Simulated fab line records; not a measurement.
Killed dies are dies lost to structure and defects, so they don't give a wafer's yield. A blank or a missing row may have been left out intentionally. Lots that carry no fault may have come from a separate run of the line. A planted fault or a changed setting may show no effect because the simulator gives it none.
fab line records	flow nand_harc
record lots=5	wafers=15	last_day=23
route steps=1159 shown A_CHANNEL_HOLE_D1@456 A_CHANNEL_FILL_D1@490 END@1159
lots that met no fault: from a run of the same line without faults
start_h: hours from the record's first day to the start of the lot's first wafer shown	wait_h: hours elapsed since this lot's preceding step	" unchanged from the row above	L1.1+2: one row covering several wafers at once	- no value present, or no start provided	* or withheld: withheld	< > ~ a bound
route shown NAME@n: names a module that has steps shown in the file, with the first one's number in the route	usual: mean and standard deviation over wafers with no fault	same: alike in all rows	chamber/n: place in a boat	sites: readings site by site	_std_site: how widely they spread, as a standard deviation	_edge_site: mean of outer sites minus mean of inner sites	radius_mm: for every site, how far away it sits from the centre of the wafer	mask NAME#n: copy n	behind: the last tool/chamber to shape the wafer	hold: why the lot went on hold/how many hours it stayed there/how the hold came to an end	device: the transistor (n, p or np) that didn't switch	end of line: the tests these same wafers got at the end of their route	a step with no rows: only its recipe	killed: dies lost to structure and defects at the first sort, not the wafer's yield	map: the dies of a wafer, with x for killed, . for not killed, _ for no die there
set.NAME: the setting that was run; set.NAME@STEP: the one run at that earlier step	model.NAME: the simulator's own value behind a step, which no gauge read
lots at selected steps of the route; one table per step, one row per wafer
services: the hour from which a tool's chamber was out of use, counted from the record's first day as start_h (under 0 if before that day), plus the number of hours and why
## steps
# step NHARC_A_CHANNEL_HOLE_D1_COAT_04
# recipe spin_rpm=1500	resist_thk_nm=90
# step NHARC_A_CHANNEL_HOLE_D1_SOFTBAKE_05
# recipe temp_c=105	time_s=55
# step NHARC_A_CHANNEL_HOLE_D1_EBR_06
# step NHARC_A_CHANNEL_HOLE_D1_EXPOSE_07
# recipe na=1.35	target_cd_nm=100	sigma_outer=0.3	dose_mj=59.65	mask_id=HOLE_D1
# step NHARC_A_CHANNEL_HOLE_D1_PEB_08
# recipe peb_temp_c=100	peb_time_s=65
# step NHARC_A_CHANNEL_HOLE_D1_DEVELOP_09
# recipe develop_time_s=35	dev_temp_c=23
# step NHARC_A_CHANNEL_HOLE_D1_CD_MEAS_10
# recipe target_cd_nm=100	landing_energy_ev=500
# usual cd_nm=100.0/0.54
# same landing_energy_ev=500
lot.wafer	tool	chamber	start_h	wait_h	cd_nm
L854.3	cd_sem-02	0	180.47	-	99.9
L854.5	"	0	"	"	99.4
L854.6	"	0	"	"	100.2
L857.1	cd_sem-02	0	194.31	-	100.2
L857.4	"	0	"	"	100.0
L857.5	"	0	"	"	99.5
L856.1	cd_sem-02	0	194.52	-	100.9
L856.2	"	0	"	"	99.4
L856.4	"	0	"	"	99.2
L862.2	cd_sem-03	0	231.42	-	99.4
L862.3	"	0	"	"	99.6
L862.6	"	0	"	"	99.5
L868.2	cd_sem-03	0	275.25	-	100.3
L868.4	"	0	"	"	100.2
L868.6	"	0	"	"	99.9
# step NHARC_A_CHANNEL_HOLE_D1_OVL_MEAS_11
# usual overlay_x_nm=0.0/0.77	overlay_y_nm=0.2/0.74
lot.wafer	tool	chamber	start_h	wait_h	overlay_x_nm	overlay_y_nm
L854.3	overlay-01	-	180.55	-	-0.3	-1.5
L854.5	"	-	"	"	0.0	-1.0
L854.6	"	-	"	"	-0.4	-0.9
L857.1	overlay-02	-	194.40	-	-0.2	0.0
L857.4	"	-	"	"	-0.5	-0.3
L857.5	"	-	"	"	-0.2	-0.3
L856.1	overlay-01	-	194.61	-	-0.2	-0.4
L856.2	"	-	"	"	-0.1	0.4
L856.4	"	-	"	"	-0.3	0.1
L862.2	overlay-02	-	231.50	-	-1.1	0.0
L862.3	"	-	"	"	-1.0	-0.5
L862.6	"	-	"	"	-0.4	-0.7
L868.2	overlay-01	-	275.34	-	0.1	0.8
L868.4	"	-	"	"	0.8	0.7
L868.6	"	-	"	"	0.1	0.4
# step NHARC_A_CHANNEL_HOLE_D1_INSPECT_12
# usual raw_defect_count=5.7/2.9
lot.wafer	tool	chamber	start_h	wait_h	raw_defect_count
L854.3	defect_inspect-01	-	180.59	0.0	2
L854.5	"	-	"	"	8
L854.6	"	-	"	"	4
L857.1	defect_inspect-02	-	194.43	0.0	3
L857.4	"	-	"	"	7
L857.5	"	-	"	"	5
L856.1	defect_inspect-01	-	194.65	0.0	12
L856.2	"	-	"	"	4
L856.4	"	-	"	"	11
L862.2	defect_inspect-02	-	231.54	0.0	6
L862.3	"	-	"	"	7
L862.6	"	-	"	"	10
L868.2	defect_inspect-02	-	275.37	0.0	7
L868.4	"	-	"	"	8
L868.6	"	-	"	"	6
# step NHARC_A_CHANNEL_HOLE_D1_DESCUM_15
# recipe time_s=3	o2_flow_sccm=200	ar_flow_sccm=0	bias_power_w=0	chemistry=O2
# usual drypump_motor_current_A=5.6/0.37	mfc_ar_sccm=0.004/0.0065	oes_product_au=1.001/0.015	rf_vpp_V=57.9/0.92	showerhead_plenum_p_Torr=1.94/0.068	throttle_valve_pct=11.311/0.0085
# same bias_power_w=0
lot.wafer	tool	chamber	start_h	wait_h	drypump_motor_current_A	mfc_ar_sccm	oes_product_au	rf_hours_counter_h	rf_vpp_V	showerhead_plenum_p_Torr	throttle_valve_pct
L854.3	rie_diel-02	3	180.65	0.1	4.8	0	0.992	1	57.3	1.89	11.321
L854.5	"	3	"	"	4.8	0	0.987	-	57.8	1.89	11.295
L854.6	"	0	"	"	5.7	0.005	1.002	-	58.6	2.01	11.300
L857.1	rie_diel-12	2	194.49	0.1	4.9	0.005	1.009	10	57.9	2.05	11.306
L857.4	"	0	"	"	5.9	0	1.005	9	58.6	1.88	11.313
L857.5	"	3	"	"	5.4	0	1.026	-	58.7	1.87	11.309
L856.2	rie_diel-03	1	194.71	0.1	5.6	0	1.022	11	58.0	2.05	11.305
L856.4	"	3	"	"	5.8	0	0.988	11	54.8	1.98	11.308
L856.1	"	0	"	"	5.4	0	1.002	10	57.2	2.00	11.311
L862.3	rie_diel-03	3	231.61	0.1	5.8	0	0.982	0	56.4	1.98	11.330
L862.2	"	1	"	"	5.6	0	1.020	0	57.6	2.05	11.320
L862.6	"	2	"	"	5.9	0.019	0.995	-	56.2	1.95	11.323
L868.4	rie_diel-12	0	275.43	0.1	5.9	0	1.008	3	56.8	1.87	11.307
L868.2	"	2	"	"	4.9	0.005	0.999	4	57.6	2.05	11.309
L868.6	"	0	"	"	5.9	0	0.995	-	58.5	1.87	11.310
# step NHARC_A_CHANNEL_HOLE_D1_ETCH_38
# recipe target_depth_a=390	over_etch_frac=0.3	time_s=65	ion_energy_ev=80	cf4_flow_sccm=150	ar_flow_sccm=0	rf_w=300	bias_w=100	chemistry=CF4
# step NHARC_A_CHANNEL_HOLE_D1_ETCH_39
# recipe target_depth_a=2600	over_etch_frac=0.3	time_s=325	ion_energy_ev=200	n2_flow_sccm=150	h2_flow_sccm=150	ar_flow_sccm=0	rf_w=400	bias_w=150	chemistry=N2/H2
# step NHARC_A_CHANNEL_HOLE_D1_ETCH_34
# recipe target_depth_a=1540	time_s=77	cf4_flow_sccm=100	chf3_flow_sccm=30	ar_flow_sccm=0	rf_w=500	bias_w=200	chemistry=CF4/CHF3
# usual drypump_motor_current_A=5.5/0.37	mfc_ar_sccm=0.004/0.0067	oes_product_au=0.954/0.026	rf_vpp_V=371.3/1.8	showerhead_plenum_p_Torr=1.60/0.053	throttle_valve_pct=16.805/0.0092
lot.wafer	tool	chamber	start_h	wait_h	drypump_motor_current_A	mfc_ar_sccm	oes_product_au	rf_hours_counter_h	rf_vpp_V	showerhead_plenum_p_Torr	throttle_valve_pct
L854.3	rie_diel-02	2	181.09	-	5.6	0	0.978	2	367.4	1.52	16.785
L854.5	"	0	"	"	5.7	0.005	0.960	-	372.9	1.65	16.811
L854.6	"	1	"	"	6.1	0	0.982	-	370.2	1.55	16.803
L857.4	rie_diel-12	0	194.92	-	5.9	0	0.983	9	369.1	1.54	16.805
L857.1	"	3	"	"	5.4	0	0.961	11	369.3	1.54	16.804
L857.5	"	1	"	"	5.5	0.017	0.928	-	369.9	1.58	16.807
L856.1	rie_diel-03	0	195.13	-	5.5	0	0.920	10	372.5	1.64	16.794
L856.4	"	1	"	"	5.6	0	0.936	11	373.8	1.68	16.801
L856.2	"	2	"	"	5.9	0.019	0.905	11	372.3	1.60	16.788
L862.3	rie_diel-03	0	232.03	-	5.4	0	0.943	0	372.7	1.64	16.798
L862.2	"	2	"	"	5.9	0.019	0.963	0	369.9	1.60	16.808
L862.6	"	0	"	"	5.4	0	0.949	-	372.7	1.64	16.805
L868.4	rie_diel-12	1	275.86	-	5.5	0.017	0.900	4	370.0	1.58	16.811
L868.2	"	2	"	"	4.9	0.005	0.971	4	373.4	1.68	16.795
L868.6	"	2	"	"	4.9	0.005	0.974	-	374.6	1.68	16.795
# step NHARC_A_CHANNEL_HOLE_D1_ETCH_16
# recipe target_depth_a=31000	over_etch_frac=0.3	time_s=806	ion_energy_ev=150	o2_flow_sccm=400	cos_flow_sccm=20	ar_flow_sccm=0	rf_w=500	bias_w=300	chemistry=O2/COS
# step NHARC_A_CHANNEL_HOLE_D1_CD_MEAS_18
# usual cd_nm=99/3.5
lot.wafer	tool	chamber	start_h	wait_h	cd_nm
L854.3	cd_sem-01	-	181.75	-	106
L854.5	"	-	"	"	104
L854.6	"	-	"	"	97
L857.1	cd_sem-03	-	195.60	-	99
L857.4	"	-	"	"	98
L857.5	"	-	"	"	97
L856.1	cd_sem-01	-	195.81	-	95
L856.2	"	-	"	"	98
L856.4	"	-	"	"	97
L862.2	cd_sem-01	-	232.70	-	100
L862.3	"	-	"	"	97
L862.6	"	-	"	"	99
L868.2	cd_sem-01	-	276.55	-	99
L868.4	"	-	"	"	101
L868.6	"	-	"	"	99
# step NHARC_A_CHANNEL_HOLE_D1_ETCH_19
# recipe bias_v=1200	source_w=2500	pressure_mtorr=15	time_s=34.5	ar_flow_sccm=375	c4f8_flow_sccm=28.8	o2_flow_sccm=96.2	temp_c=-20	target_depth_a=*	chemistry=C4F8/O2/Ar
# step NHARC_A_CHANNEL_HOLE_D1_ETCH_20
# recipe bias_v=3000	source_w=withheld	pressure_mtorr=20	time_s=361.9	ar_flow_sccm=375	c4f8_flow_sccm=89.3	o2_flow_sccm=35.7	temp_c=-20	target_depth_a=16000	chemistry=C4F8/O2/Ar
# step NHARC_A_CHANNEL_HOLE_D1_ETCH_21
# recipe bias_v=3000	source_w=withheld	pressure_mtorr=20	time_s=514.3	ar_flow_sccm=375	c4f8_flow_sccm=89.3	o2_flow_sccm=35.7	temp_c=-20	target_depth_a=16000	chemistry=C4F8/O2/Ar
# usual drypump_motor_current_A=5.9/0.5	esc_clamp_current_uA=0.0207/0.00045	mfc_ar_sccm=375.1/1.2	showerhead_plenum_p_Torr=3.69/0.1	throttle_valve_pct=32.155/0.009
lot.wafer	tool	chamber	start_h	wait_h	drypump_motor_current_A	esc_clamp_current_uA	mfc_ar_sccm	rf_hours_counter_h	showerhead_plenum_p_Torr	throttle_valve_pct
L854.3	har_etch-02	1	182.39	0.3	6.0	0.0210	375.6	-	3.64	32.160
L854.5	"	1	"	"	6.0	0.0209	374.2	-	3.64	32.141
L854.6	"	0	"	"	6.2	0.0202	374.9	-	3.62	32.151
L857.1	har_etch-02	0	196.17	0.3	6.2	0.0201	375.1	110	3.61	32.163
L857.4	"	1	"	"	5.9	0.0210	372.6	-	3.63	32.167
L857.5	"	1	"	"	6.0	0.0209	374.3	-	3.63	32.154
L856.1	har_etch-01	0	196.31	0.3	6.3	0.0204	374.3	197	3.82	32.166
L856.2	"	1	"	"	4.9	0.0214	377.4	197	3.82	32.166
L856.4	"	0	"	"	6.3	0.0204	376.8	-	3.82	32.142
L862.2	har_etch-02	1	233.21	0.3	6.0	0.0210	375.8	124	3.63	32.159
L862.3	"	0	"	"	6.2	0.0203	375.6	-	3.60	32.147
L862.6	"	0	"	"	6.2	0.0202	374.7	-	3.60	32.148
L868.2	har_etch-02	1	277.11	0.3	6.0	0.0209	375.8	147	3.61	32.147
L868.4	"	1	"	"	5.9	0.0210	374.2	-	3.61	32.169
L868.6	"	0	"	"	6.2	0.0203	375.5	-	3.59	32.145
# step NHARC_A_CHANNEL_HOLE_D1_ETCH_22
# recipe bias_v=3000	source_w=withheld	pressure_mtorr=20	time_s=666.7	ar_flow_sccm=375	c4f8_flow_sccm=89.3	o2_flow_sccm=35.7	temp_c=-20	target_depth_a=16000	chemistry=C4F8/O2/Ar
# usual drypump_motor_current_A=5.9/0.5	esc_clamp_current_uA=0.0207/0.00046	mfc_ar_sccm=375.1/1.2	showerhead_plenum_p_Torr=3.69/0.1	throttle_valve_pct=32.155/0.0093
lot.wafer	tool	chamber	start_h	wait_h	drypump_motor_current_A	esc_clamp_current_uA	mfc_ar_sccm	rf_hours_counter_h	showerhead_plenum_p_Torr	throttle_valve_pct
L854.3	har_etch-02	1	182.87	0.4	6.0	0.0209	373.7	-	3.64	32.147
L854.5	"	1	"	"	6.0	0.0209	376.8	-	3.64	32.152
L854.6	"	0	"	"	6.2	0.0202	374.5	-	3.62	32.148
L857.1	har_etch-02	0	196.64	0.4	6.2	0.0202	375.1	110	3.61	32.158
L857.4	"	1	"	"	5.9	0.0210	375.6	-	3.63	32.168
L857.5	"	1	"	"	5.9	0.0210	375.6	-	3.63	32.133
L856.1	har_etch-01	0	196.76	0.4	6.3	0.0204	377.0	197	3.82	32.169
L856.2	"	1	"	"	4.9	0.0214	375.0	197	3.82	32.139
L856.4	"	0	"	"	6.3	0.0204	373.9	-	3.82	32.167
L862.2	har_etch-02	1	233.65	0.4	6.0	0.0209	375.5	125	3.63	32.142
L862.3	"	0	"	"	6.2	0.0202	375.6	-	3.60	32.153
L862.6	"	0	"	"	6.2	0.0202	374.9	-	3.60	32.159
L868.2	har_etch-02	1	277.57	0.4	5.9	0.0210	374.6	148	3.61	32.150
L868.4	"	1	"	"	6.0	0.0210	374.8	-	3.61	32.149
L868.6	"	0	"	"	6.2	0.0203	373.6	-	3.59	32.145
# step NHARC_A_CHANNEL_HOLE_D1_ETCH_23
# recipe bias_v=5000	source_w=withheld	pressure_mtorr=20	time_s=819	ar_flow_sccm=375	c4f8_flow_sccm=89.3	o2_flow_sccm=35.7	temp_c=-20	target_depth_a=16000	chemistry=C4F8/O2/Ar
# step NHARC_A_CHANNEL_HOLE_D1_ETCH_24
# recipe bias_v=5000	source_w=withheld	pressure_mtorr=20	time_s=906.2	ar_flow_sccm=375	c4f8_flow_sccm=93.8	o2_flow_sccm=31.2	temp_c=-20	target_depth_a=15000	chemistry=C4F8/O2/Ar
# step NHARC_A_CHANNEL_HOLE_D1_ETCH_25
# recipe bias_v=5000	source_w=withheld	pressure_mtorr=20	time_s=1040.2	ar_flow_sccm=375	c4f8_flow_sccm=93.8	o2_flow_sccm=31.2	temp_c=-20	target_depth_a=15000	chemistry=C4F8/O2/Ar
# step NHARC_A_CHANNEL_HOLE_D1_ETCH_26
# recipe bias_v=300	source_w=2000	pressure_mtorr=30	time_s=224.1	ar_flow_sccm=375	c4f8_flow_sccm=11.4	o2_flow_sccm=113.6	temp_c=-20	target_depth_a=3000	chemistry=C4F8/O2/Ar
# step NHARC_A_CHANNEL_HOLE_D1_ETCH_33
# recipe bias_v=400	source_w=2000	pressure_mtorr=25	time_s=90	ar_flow_sccm=375	c4f8_flow_sccm=41.7	o2_flow_sccm=83.3	temp_c=-20	target_depth_a=4000	chemistry=C4F8/O2/Ar
# step NHARC_A_CHANNEL_HOLE_D1_STRIP_41
# recipe n2_flow_sccm=150	h2_flow_sccm=150	ar_flow_sccm=0	bias_w=0	chemistry=N2/H2
# step NHARC_A_CHANNEL_HOLE_D1_STRIP_42
# recipe cf4_flow_sccm=100	chf3_flow_sccm=30	ar_flow_sccm=0	bias_w=0	chemistry=CF4/CHF3
# step NHARC_A_CHANNEL_HOLE_D1_STRIP_43
# recipe o2_flow_sccm=400	cos_flow_sccm=20	ar_flow_sccm=0	bias_w=0	chemistry=O2/COS
# step NHARC_A_CHANNEL_HOLE_D1_ETCH_44
# recipe target_depth_a=1400	overetch_a=140	time_s=77	ion_energy_ev=100	cf4_flow_sccm=80	o2_flow_sccm=20	ar_flow_sccm=0	rf_w=300	bias_w=100	chemistry=CF4/O2
# step NHARC_A_CHANNEL_HOLE_D1_STRIP_27
# recipe o2_flow_sccm=500	ar_flow_sccm=0	bias_w=0	chemistry=O2
# usual drypump_motor_current_A=5.6/0.35	mfc_ar_sccm=0.004/0.0066	oes_product_au=1.001/0.016	rf_vpp_V=57.8/0.79	showerhead_plenum_p_Torr=3.57/0.12	throttle_valve_pct=17.036/0.0087
lot.wafer	tool	chamber	start_h	wait_h	drypump_motor_current_A	mfc_ar_sccm	oes_product_au	rf_hours_counter_h	rf_vpp_V	showerhead_plenum_p_Torr	throttle_valve_pct
L854.3	rie_diel-02	3	-	-	4.8	0	0.993	2	57.6	3.48	17.049
L854.6	"	1	"	"	6.1	0	1.000	-	57.4	3.47	17.031
L854.5	"	2	"	"	5.7	0	1.003	-	57.5	3.41	17.027
L857.1	rie_diel-03	1	-	-	5.6	0	1.013	12	59.4	3.76	17.033
L857.4	"	2	"	"	5.9	0.019	0.992	12	57.2	3.59	17.036
L857.5	"	1	"	"	5.6	0	1.012	-	58.2	3.76	17.045
L856.2	rie_diel-02	0	-	-	5.8	0.005	0.989	4	57.2	3.70	17.033
L856.1	"	1	"	"	6.1	0	1.000	3	57.5	3.47	17.036
L856.4	"	2	"	"	5.6	0	1.015	4	56.5	3.41	17.034
L862.3	rie_diel-12	1	-	-	5.5	0.017	1.025	1	57.5	3.54	17.022
L862.2	"	2	"	"	4.9	0.005	1.014	1	58.2	3.76	17.037
L862.6	"	1	"	"	5.5	0.017	1.029	-	57.0	3.54	17.029
L868.2	rie_diel-03	2	-	-	5.9	0.019	0.991	5	57.5	3.59	17.041
L868.4	"	2	"	"	5.9	0.019	1.001	-	56.5	3.59	17.020
L868.6	"	1	"	"	5.6	0	1.017	-	58.3	3.76	17.033
# step NHARC_A_CHANNEL_HOLE_D1_PRECLEAN_28
# recipe time_s=*	temp_c=50	bath_age_min=0	chemistry=SC1
# step NHARC_A_CHANNEL_HOLE_D1_SRD_29
# step NHARC_A_CHANNEL_HOLE_D1_CD_MEAS_30
# usual cd_nm=89.7/1.6
lot.wafer	tool	chamber	start_h	wait_h	cd_nm
L854.3	cd_sem-03	-	187.33	-	87.6
L854.5	"	-	"	"	86.6
L854.6	"	-	"	"	89.3
L857.1	cd_sem-02	-	201.20	-	88.9
L857.4	"	-	"	"	91.6
L857.5	"	-	"	"	90.4
L856.1	cd_sem-03	-	201.41	-	87.1
L856.2	"	-	"	"	91.1
L856.4	"	-	"	"	86.7
L862.2	cd_sem-01	-	238.30	-	90.7
L862.3	"	-	"	"	88.8
L862.6	"	-	"	"	88.4
L868.2	cd_sem-01	-	282.30	-	89.1
L868.4	"	-	"	"	90.2
L868.6	"	-	"	"	88.7
# step NHARC_A_CHANNEL_HOLE_D1_XSEM_31
# recipe landing_energy_ev=35000
# usual bot_cd_nm=74.2/1.7	bow_nm=8.65/0.25	tilt_deg=0.05/0.046
# same landing_energy_ev=35000
lot.wafer	tool	chamber	start_h	wait_h	bot_cd_nm	bow_nm	tilt_deg
L854.3	xsem-02	0	187.44	0.1	71.5	8.73	0.08
L854.5	"	0	"	"	70.4	8.67	0.08
L854.6	"	0	"	"	73.3	8.74	0.08
L857.1	xsem-01	0	201.29	0.1	72.8	8.91	0.02
L857.4	"	0	"	"	76.5	8.91	0.02
L857.5	"	0	"	"	74.8	8.90	0.02
L856.1	xsem-02	0	201.50	0.1	72.3	8.53	0.06
L856.2	"	0	"	"	76.4	8.45	0.06
L856.4	"	0	"	"	72.0	8.42	0.07
L862.2	xsem-01	0	238.38	0.1	75.3	8.43	0.01
L862.3	"	0	"	"	73.8	8.45	0.01
L862.6	"	0	"	"	73.1	8.38	0.01
L868.2	xsem-01	0	282.39	0.1	73.9	8.17	0.05
L868.4	"	0	"	"	74.3	8.16	0.05
L868.6	"	0	"	"	73.3	8.14	0.05
# step NHARC_A_CHANNEL_HOLE_D1_INSPECT_40
# usual raw_defect_count=57/18
lot.wafer	tool	chamber	start_h	wait_h	raw_defect_count
L854.3	defect_inspect-02	-	187.55	-	30
L854.5	"	-	"	"	58
L854.6	"	-	"	"	28
L857.1	defect_inspect-01	-	201.39	-	28
L857.4	"	-	"	"	47
L857.5	"	-	"	"	27
L856.1	defect_inspect-02	-	201.60	-	74
L856.2	"	-	"	"	64
L856.4	"	-	"	"	65
L862.2	defect_inspect-01	-	238.48	-	53
L862.3	"	-	"	"	43
L862.6	"	-	"	"	63
L868.2	defect_inspect-01	-	282.48	-	41
L868.4	"	-	"	"	30
L868.6	"	-	"	"	47
# step NHARC_A_CHANNEL_FILL_D1_PRECLEAN_00
# recipe time_s=*	temp_c=50	bath_age_min=0	chemistry=SC1
# step NHARC_A_CHANNEL_FILL_D1_SRD_01
# step NHARC_A_CHANNEL_FILL_D1_ALD_02
# recipe target_thk_a=60	pulse_time_s=10	ald_cycles=60	temp_c=300	material=SiO2
# step NHARC_A_CHANNEL_FILL_D1_ALD_03
# recipe target_thk_a=60	pulse_time_s=60	ald_cycles=58	temp_c=630	pressure_torr=2	material=SiNx
# step NHARC_A_CHANNEL_FILL_D1_ALD_14
# recipe target_thk_a=25	pulse_time_s=10	ald_cycles=25	temp_c=300	material=SiO2
# step NHARC_A_CHANNEL_FILL_D1_ALD_15
# recipe target_thk_a=20	pulse_time_s=60	ald_cycles=19	temp_c=630	pressure_torr=2	material=SiNx
# step NHARC_A_CHANNEL_FILL_D1_ALD_16
# recipe target_thk_a=15	pulse_time_s=10	ald_cycles=15	temp_c=300	material=SiO2
# step NHARC_A_CHANNEL_FILL_D1_ANNEAL_17
# recipe temp_c=850	time_s=1800
# step NHARC_END_SORT_01
# recipe temp_c=25
# usual killed_at_array=24/8.4	killed_at_other=0.7/1.1	killed_at_periphery=2.9/1.7	killed_dies=27/8.6	killed_open=3.3/1.8	killed_short=1.8/1.4
# same gross_dies=677
lot.wafer	tool	chamber	start_h	wait_h	killed_at_array	killed_at_other	killed_at_periphery	killed_dies	killed_open	killed_short
L868.4	prober-02	0	540.75	3.4	436	0	4	440	3	1
# killed by level:class
L868.4 A_CHANNEL_HOLE_D1:area_etch=419 A_SLIT:chamber_film_flake=6 A_STAIRCASE:chamber_film_flake=5 A_CHANNEL_HOLE_D1:chamber_film_flake=3 P_ZERO_WELL:chamber_film_flake=2 P_CONTACT:geometric_particle:open=1 P_M0:geometric_particle:short=1 A_CHANNEL_FILL_D1:geometric_particle:open=1
# map L868.4 (x killed, . not)
____________x____________
_________xxxxxxx_________
_______xxxxxxxxxxx_______
______xxx.xxxxxxxxx______
_____xxxxxxxxxxxxxxx_____
____xxxxxxx.xxxx.xxxx____
____xxxxxxx..xxxxx.xx____
___xxxxxxx.xxxxxx.xxxx___
___xxx.......x..xxxxxx___
__xxxxx...x..x.x.xxxxxx__
__xx.xxx.x..x......xxxx__
_xxxxxx.x.x..x.x...xxxxx_
_xxx.x........x..x.xxxxx_
_xxxxx...........xxxxxxx_
_xx.xxx..........xxx.xxx_
_xxx.x...........x..xxxx_
xxxxx....x...........xxxx
xxxxx.x...x.......x.xxxxx
xxxx.x.........x.....xxxx
xxx.xx.x......x.....xxxxx
xxxx...xx.........xxxxxxx
_xxx..x.....x.....xxxxxx_
_xxxxxx..........x..xxxx_
_xxx..x...xx..x....xxxxx_
_xxxxxx.........xx.xxxxx_
_xxxxx..x......xx.xxxxxx_
__xxxxxx..x...xx.xxxxxx__
__xxxxx.x........xxxxxx__
___xxxxxx..xx.xxx.xxxx___
___xxxxxxxxxx..xxxxxxx___
____xxxxxxxx..xxxxxxx____
____xxxxxxxxx.xxxxxxx____
_____xxxxx.xxxxxxxxx_____
______xxxxxxxxxxxxx______
_______xxxxxxxxxxx_______
_________xxxxxxx_________
____________x____________
# map L857.4 (x killed, . not)
____________.____________
_________......._________
_______..........._______
______.............______
_____............x.._____
____.................____
____......x......x...____
___...................___
___............x......___
__.....................__
__.....................__
_......................x_
_.................x....._
_......................._
_......................._
_..............x........_
.........................
.......x..........x......
.........................
.........................
.....................x...
_..x...................._
_......................._
_....x.................._
_...........x..........._
_.....x........x........_
__.....................__
__......x..............__
___...................___
___...................___
____.................____
____...........x.....____
_____..............._____
______.............______
_______..........._______
_________......._________
____________.____________
## services
tool	chamber	start_h	hours	kind
xsem-02	-	159.86	0.6	repair
rie_diel-02	1	161.31	1.3	repair
rie_diel-03	0	169.81	-	clean
rie_diel-03	1	169.81	-	clean
rie_diel-03	2	169.81	-	clean
rie_diel-03	3	169.81	-	clean
rie_diel-02	3	175.92	1.8	repair
rie_diel-03	0	194.31	-	clean
rie_diel-03	1	194.31	-	clean
rie_diel-03	2	194.31	-	clean
rie_diel-03	3	194.31	-	clean
rie_diel-12	-	202.40	9.0	pm
rie_diel-03	-	215.30	9.0	pm
rie_diel-03	0	215.30	9.0	vent_cycle
rie_diel-03	1	215.30	9.0	vent_cycle
rie_diel-03	2	215.30	9.0	vent_cycle
rie_diel-03	3	215.30	9.0	vent_cycle
rie_diel-02	3	217.44	7.6	repair
rie_diel-03	0	224.30	-	clean
rie_diel-03	-	234.95	1.7	repair
rie_diel-12	-	235.82	0.7	repair
rie_diel-02	2	255.79	5.9	repair
rie_diel-03	1	258.24	4.5	repair
rie_diel-03	0	274.18	7.9	repair
## key
first_sign step=NHARC_END_SORT_01	reading=killed_at_array	direction=up	sigmas=49	usual=24	struck=436
effect step=NHARC_END_SORT_01	reading=killed_dies	direction=up	sigmas=48	usual=27	struck=440
more_kills_born_at NHARC_A_CHANNEL_HOLE_D1_ETCH_34@rie_diel-12=419
met_at NHARC_A_CHANNEL_HOLE_D1_ETCH_34
struck_wafers L868.4
later_rows_left_out L868.4
tester_left_out L868
onset_between 194.92 275.86
fault kind=process_parameter_drift	tool=rie_diel-12	chamber=1	onset_h=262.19	steps=NHARC_A_CHANNEL_HOLE_D1_ETCH_34	channel=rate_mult	offset=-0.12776	shape=step	end_h=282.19
# tester_left_out: of these lots the tester's yield and bins aren't shown, on N5 and GAA mostly nor the transistor test; their killed dies are dies lost to structure and defects alone, not to doping, threshold or leakage, so they don't give the yield
# later_rows_left_out: the simulator's readings of these wafers behind a module that went badly wrong aren't trusted and aren't shown, but for the sort
